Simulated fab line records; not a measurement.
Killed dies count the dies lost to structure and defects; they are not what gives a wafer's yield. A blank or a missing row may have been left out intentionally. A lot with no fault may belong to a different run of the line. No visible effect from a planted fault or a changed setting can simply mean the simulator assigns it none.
fab line records -- flow nand_harc
[record] lots = 15, wafers = 43, last_day = 24
route steps=1159 shown P_GATE@190 P_CONTACT@219 P_M0@264
lots untouched by any fault: they come from a run of this same line in which no faults occurred
start_h: hours from the record's first day to the start of the lot's first wafer shown -- wait_h: time in hours since the lot's previous step -- " the same as in the row above -- L1.1+2: a single row standing in for several wafers -- - no value, or no start given -- * or withheld: withheld -- < > ~ a bound
route shown NAME@n: NAME is a module with steps in the file, n the number in the route of the first one -- usual: average and standard deviation across the fault-free wafers -- same: alike in all rows -- chamber/n: place in a boat -- sites: the reading at each site -- _std_site: their standard deviation -- _edge_site: inner sites' mean taken away from outer sites' mean -- radius_mm: how far each site lies from the wafer's centre -- mask NAME#n: copy n -- behind: the last tool/chamber to shape the wafer -- hold: why the lot was held/for how many hours/how that ended -- device: transistor that didn't switch, given as n, p or np -- end of line: the tests these same wafers got at the end of their route -- where a step has no rows: the recipe by itself -- killed: not the wafer's yield, but the dies lost to structure and defects at the first sort -- map: a wafer's dies, x killed, . not, _ none there
set.NAME: the setting the step ran with; set.NAME@STEP: the setting that earlier step ran with -- model.NAME: the simulator's own value behind a step, which no gauge read
route steps across a sampled set of lots; one table per step, one row per wafer
services: when a tool's chamber went out of use (start_h, in hours from the record's first day, below 0 if earlier), for how many hours, and the reason
[[steps]]
[step NHARC_P_GATE_STRIP_76]
[recipe] power_w = 1500, temp_c = 250, chemistry = O2
[usual] drypump_motor_current_A = 5.8/0.58, heater_power_w = 327/17
lot.wafer,tool,chamber,start_h,wait_h,drypump_motor_current_A,heater_power_w,rf_hours_counter_h
L532.2,plasma_asher-02,1,106.32,0.2,6.6,336,30
L532.1,plasma_asher-02,0,106.32,0.2,5.1,316,30
L532.6,plasma_asher-02,0,106.32,0.2,5.1,315,-
L533.2,plasma_asher-02,0,106.99,0.2,5.1,308,31
L533.1,plasma_asher-02,1,106.99,0.2,6.6,331,31
L533.6,plasma_asher-02,0,106.99,0.2,5.1,307,-
L534.1,plasma_asher-01,0,113.17,0.2,5.8,349,2
L534.4,plasma_asher-01,0,113.17,0.2,5.8,349,-
L534.5,plasma_asher-01,0,113.17,0.2,5.8,348,-
L541.2,plasma_asher-01,1,153.09,0.2,5.9,338,14
L541.6,plasma_asher-01,1,153.09,0.2,5.9,338,-
L542.1,plasma_asher-02,1,165.69,0.2,6.6,330,51
L542.4,plasma_asher-02,1,165.69,0.2,6.7,330,-
L542.5,plasma_asher-02,0,165.69,0.2,5.1,307,-
L543.6,plasma_asher-02,0,170.38,0.1,5.1,312,-
L543.5,plasma_asher-02,1,170.38,0.1,6.6,340,-
L546.2,plasma_asher-02,1,179.73,0.2,6.6,330,57
L546.4,plasma_asher-02,0,179.73,0.2,5.1,304,-
L546.6,plasma_asher-02,1,179.73,0.2,6.6,339,-
L545.1,plasma_asher-01,1,184.42,0.2,5.9,340,25
L545.3,plasma_asher-01,0,184.42,0.2,5.8,334,-
L545.5,plasma_asher-01,1,184.42,0.2,5.9,342,-
L547.4,plasma_asher-02,0,195.60,0.2,5.1,298,-
L547.6,plasma_asher-02,0,195.60,0.2,5.1,307,-
L547.5,plasma_asher-02,1,195.60,0.2,6.6,308,-
L548.2,plasma_asher-01,1,202.39,0.2,5.9,348,32
L548.4,plasma_asher-01,1,202.39,0.2,5.9,342,-
L548.6,plasma_asher-01,1,202.39,0.2,5.9,342,-
L551.1,plasma_asher-01,1,213.05,0.2,5.9,330,35
L551.2,plasma_asher-01,0,213.05,0.2,5.8,339,35
L551.3,plasma_asher-01,0,213.05,0.2,5.8,347,-
L550.1,plasma_asher-02,1,214.46,0.2,6.6,303,7
L550.3,plasma_asher-02,1,214.46,0.2,6.5,298,-
L550.5,plasma_asher-02,0,214.46,0.2,5.1,304,-
L553.3,plasma_asher-02,1,225.01,0.2,6.6,300,-
L553.5,plasma_asher-02,1,225.01,0.2,6.6,305,-
L553.6,plasma_asher-02,0,225.01,0.2,5.1,308,-
L554.1,plasma_asher-02,1,240.68,0.2,6.6,308,14
L554.4,plasma_asher-02,1,240.68,0.2,6.6,307,-
L554.6,plasma_asher-02,1,240.68,0.2,6.6,295,-
L555.2,plasma_asher-01,1,240.93,0.2,5.9,343,43
L555.1,plasma_asher-01,0,240.93,0.2,5.9,343,43
L555.6,plasma_asher-01,0,240.93,0.2,5.8,355,-
[step NHARC_P_CONTACT_CMP_01]
[recipe] target_thk_nm = 200, material = SiO2
[usual] motor_current_A = 11.8/1.3
lot.wafer,tool,chamber,start_h,wait_h,motor_current_A
L532.2,cmp-02,0,111.38,-,10.9
L532.1,cmp-02,1,111.38,-,12.7
L532.6,cmp-02,0,111.38,-,11.3
L533.1,cmp-03,2,111.81,-,11.5
L533.2,cmp-03,3,111.81,-,10.2
L533.6,cmp-03,0,111.81,-,14.4
L534.1,cmp-03,1,118.02,-,12.1
L534.4,cmp-03,2,118.02,-,12.2
L534.5,cmp-03,1,118.02,-,12.1
L541.2,cmp-02,0,158.08,-,10.5
L541.6,cmp-02,3,158.08,-,9.9
L542.4,cmp-03,1,170.86,-,11.6
L542.1,cmp-03,3,170.86,-,10.1
L542.5,cmp-03,2,170.86,-,12.7
L543.5,cmp-02,1,175.22,-,12.7
L543.6,cmp-02,2,175.22,-,11.1
L546.2,cmp-02,2,184.41,-,11.5
L546.4,cmp-02,0,184.41,-,11.2
L546.6,cmp-02,1,184.41,-,13.0
L545.3,cmp-03,3,189.46,-,10.1
L545.1,cmp-03,1,189.46,-,12.0
L545.5,cmp-03,0,189.46,-,14.8
L547.4,cmp-03,3,200.38,-,10.2
L547.5,cmp-03,3,200.38,-,9.9
L547.6,cmp-03,0,200.38,-,13.3
L548.4,cmp-02,0,208.34,-,10.8
L548.2,cmp-02,2,208.34,-,11.3
L548.6,cmp-02,0,208.34,-,11.6
L551.3,cmp-03,3,217.97,-,9.6
L551.2,cmp-03,0,217.97,-,14.4
L551.1,cmp-03,1,217.97,-,11.6
L550.3,cmp-04,3,219.19,-,12.6
L550.1,cmp-04,0,219.19,-,10.7
L550.5,cmp-04,0,219.19,-,10.2
L553.3,cmp-03,3,230.46,-,10.7
L553.6,cmp-03,0,230.46,-,13.8
L553.5,cmp-03,1,230.46,-,11.9
L554.1,cmp-02,1,245.54,-,13.2
L554.4,cmp-02,2,245.54,-,11.8
L554.6,cmp-02,0,245.54,-,11.2
L555.2,cmp-04,1,245.96,-,11.7
L555.1,cmp-04,2,245.96,-,11.1
L555.6,cmp-04,1,245.96,-,11.7
[step NHARC_P_CONTACT_PRE_CLEAN_39]
[recipe] time_s = 19.5, bias_v = 250, gas = Ar
[usual] time_s = 19.5/0
lot.wafer,tool,chamber,start_h,wait_h,time_s
L532.1,pvd_sputter-02,-,113.96,-,19.5
L532.2,pvd_sputter-02,-,113.96,-,19.5
L532.6,pvd_sputter-02,-,113.96,-,19.5
L533.2,pvd_sputter-02,-,114.44,-,19.5
L533.1,pvd_sputter-02,-,114.44,-,19.5
L533.6,pvd_sputter-02,-,114.44,-,19.5
L534.4,pvd_sputter-03,-,120.68,-,19.5
L534.1,pvd_sputter-03,-,120.68,-,19.5
L534.5,pvd_sputter-03,-,120.68,-,19.5
L541.2,pvd_sputter-02,-,160.89,-,19.5
L541.6,pvd_sputter-02,-,160.89,-,16.412
L542.1,pvd_sputter-02,-,173.56,-,19.5
L542.4,pvd_sputter-02,-,173.56,-,19.5
L542.5,pvd_sputter-02,-,173.56,-,16.412
L543.6,pvd_sputter-02,-,177.90,-,16.412
L543.5,pvd_sputter-02,-,177.90,-,16.412
L546.2,pvd_sputter-03,-,186.94,-,19.5
L546.4,pvd_sputter-03,-,186.94,-,19.5
L546.6,pvd_sputter-03,-,186.94,-,19.5
L545.1,pvd_sputter-01,-,192.02,-,19.5
L545.3,pvd_sputter-01,-,192.02,-,19.5
L545.5,pvd_sputter-01,-,192.02,-,19.5
L547.4,pvd_sputter-01,-,203.05,-,19.5
L547.5,pvd_sputter-01,-,203.05,-,19.5
L547.6,pvd_sputter-01,-,203.05,-,19.5
L548.2,pvd_sputter-03,-,211.10,-,19.5
L548.4,pvd_sputter-03,-,211.10,-,19.5
L548.6,pvd_sputter-03,-,211.10,-,19.5
L551.1,pvd_sputter-03,-,220.89,-,19.5
L551.2,pvd_sputter-03,-,220.89,-,19.5
L551.3,pvd_sputter-03,-,220.89,-,19.5
L550.1,pvd_sputter-01,-,221.98,-,19.5
L550.3,pvd_sputter-01,-,221.98,-,19.5
L550.5,pvd_sputter-01,-,221.98,-,19.5
L553.3,pvd_sputter-01,-,233.77,-,19.5
L553.5,pvd_sputter-01,-,233.77,-,19.5
L553.6,pvd_sputter-01,-,233.77,-,19.5
L554.4,pvd_sputter-03,-,248.34,-,19.5
L554.1,pvd_sputter-03,-,248.34,-,19.5
L554.6,pvd_sputter-03,-,248.34,-,19.5
L555.1,pvd_sputter-03,-,248.79,-,19.5
L555.2,pvd_sputter-03,-,248.79,-,19.5
L555.6,pvd_sputter-03,-,248.79,-,19.5
[step NHARC_P_M0_OVL_MEAS_10]
[recipe] pitch_nm = 180
[usual] overlay_x_nm = 0.0/0.88, overlay_y_nm = 0.1/0.87
lot.wafer,tool,chamber,start_h,wait_h,overlay_x_nm,overlay_y_nm
L532.1,overlay-02,-,117.14,-,0.5,0.2
L532.2,overlay-02,-,117.14,-,0.4,0.1
L532.6,overlay-02,-,117.14,-,0.9,0.5
L533.1,overlay-02,-,117.63,-,-0.3,0.6
L533.2,overlay-02,-,117.63,-,-0.7,0.6
L533.6,overlay-02,-,117.63,-,-0.5,0.5
L534.1,overlay-01,-,124.24,-,-0.3,0.6
L534.4,overlay-01,-,124.24,-,-0.9,0.7
L534.5,overlay-01,-,124.24,-,-1.2,0.8
L541.2,overlay-02,-,163.53,-,1.5,-0.3
L541.6,overlay-02,-,163.53,-,1.6,-0.1
L542.1,overlay-02,-,176.02,-,-2.7,-0.1
L542.4,overlay-02,-,176.02,-,-2.7,0.1
L542.5,overlay-02,-,176.02,-,-2.2,-0.1
L543.5,overlay-01,-,180.36,-,-1.1,0.1
L543.6,overlay-01,-,180.36,-,-0.7,0.1
L546.2,overlay-02,-,189.58,-,-0.6,0.0
L546.4,overlay-02,-,189.58,-,-0.2,-0.7
L546.6,overlay-02,-,189.58,-,-0.3,-0.8
L545.1,overlay-01,-,195.71,-,-0.2,-0.6
L545.3,overlay-01,-,195.71,-,0.1,-1.4
L545.5,overlay-01,-,195.71,-,-0.3,0.0
L547.4,overlay-02,-,210.28,-,0.2,-1.7
L547.5,overlay-02,-,210.28,-,0.6,-1.7
L547.6,overlay-02,-,210.28,-,0.6,-2.1
L548.2,overlay-02,-,217.53,-,0.6,2.3
L548.4,overlay-02,-,217.53,-,0.3,1.5
L548.6,overlay-02,-,217.53,-,-0.2,1.5
L551.1,overlay-02,-,225.83,-,-0.4,0.6
L551.2,overlay-02,-,225.83,-,0.1,0.7
L551.3,overlay-02,-,225.83,-,-0.5,0.1
L550.1,overlay-02,-,226.96,-,-0.3,0.6
L550.3,overlay-02,-,226.96,-,-0.6,0.3
L550.5,overlay-02,-,226.96,-,-0.6,0.0
L553.3,overlay-01,-,236.42,-,0.2,0.1
L553.5,overlay-01,-,236.42,-,-0.2,-0.3
L553.6,overlay-01,-,236.42,-,0.7,-0.5
L554.1,overlay-01,-,250.84,-,-1.4,-1.0
L554.4,overlay-01,-,250.84,-,-1.5,-0.7
L554.6,overlay-01,-,250.84,-,-0.9,-0.4
L555.1,overlay-01,-,251.22,-,0.8,0.9
L555.2,overlay-01,-,251.22,-,0.6,0.7
L555.6,overlay-01,-,251.22,-,0.7,0.5
[[services]]
tool,chamber,start_h,hours,kind
plasma_asher-01,-,86.01,4.8,repair
plasma_asher-01,-,99.00,9.0,pm
pvd_sputter-03,-,102.00,10.0,pm
cmp-04,-,105.09,4.0,pm
cmp-04,-,109.51,63.9,repair
pvd_sputter-03,-,113.67,3.1,repair
cmp-02,-,117.74,0.6,repair
cmp-02,-,128.64,4.0,pm
pvd_sputter-01,-,131.86,4.7,repair
pvd_sputter-01,-,145.07,0.5,repair
pvd_sputter-03,-,145.44,7.4,repair
plasma_asher-01,-,148.74,1.1,repair
cmp-03,-,156.26,4.0,pm
pvd_sputter-01,-,158.01,10.0,pm
cmp-02,-,177.95,2.4,repair
cmp-04,-,179.18,2.1,repair
pvd_sputter-03,-,180.58,0.6,repair
plasma_asher-02,-,184.25,9.0,pm
cmp-04,-,203.09,4.0,pm
pvd_sputter-02,-,214.00,10.0,pm
pvd_sputter-01,-,214.17,1.6,repair
cmp-02,-,226.64,4.0,pm
pvd_sputter-03,-,227.65,5.1,repair
plasma_asher-01,-,228.89,1.0,repair
[[key]]
[first_sign] step = NHARC_P_CONTACT_PRE_CLEAN_39, reading = time_s, direction = down, sigmas = 99+, usual = *, struck = *
effect none on later readings
met_at NHARC_P_CONTACT_PRE_CLEAN_39
struck_lots L541,L542,L543
struck_wafers L541.6,L542.5,L543.5,L543.6
tester_left_out L541,L542,L543
not_acting_at NHARC_P_GATE_STRIP_76,NHARC_P_CONTACT_CMP_01,NHARC_P_M0_OVL_MEAS_10
onset_between 114.44 160.89
[fault] kind = process_parameter_drift, tool = pvd_sputter-02, chamber = -, onset_h = 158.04, steps = NHARC_P_CONTACT_PRE_CLEAN_39, channel = time_s, offset = *, shape = step, end_h = 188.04, scope = struck_wafers_only, acts_in = *, stated = *
// tester_left_out: of these lots the tester's yield and bins aren't shown, on N5 and GAA mostly nor the transistor test; their killed dies are dies lost to structure and defects alone, not to doping, threshold or leakage, so they don't give the yield
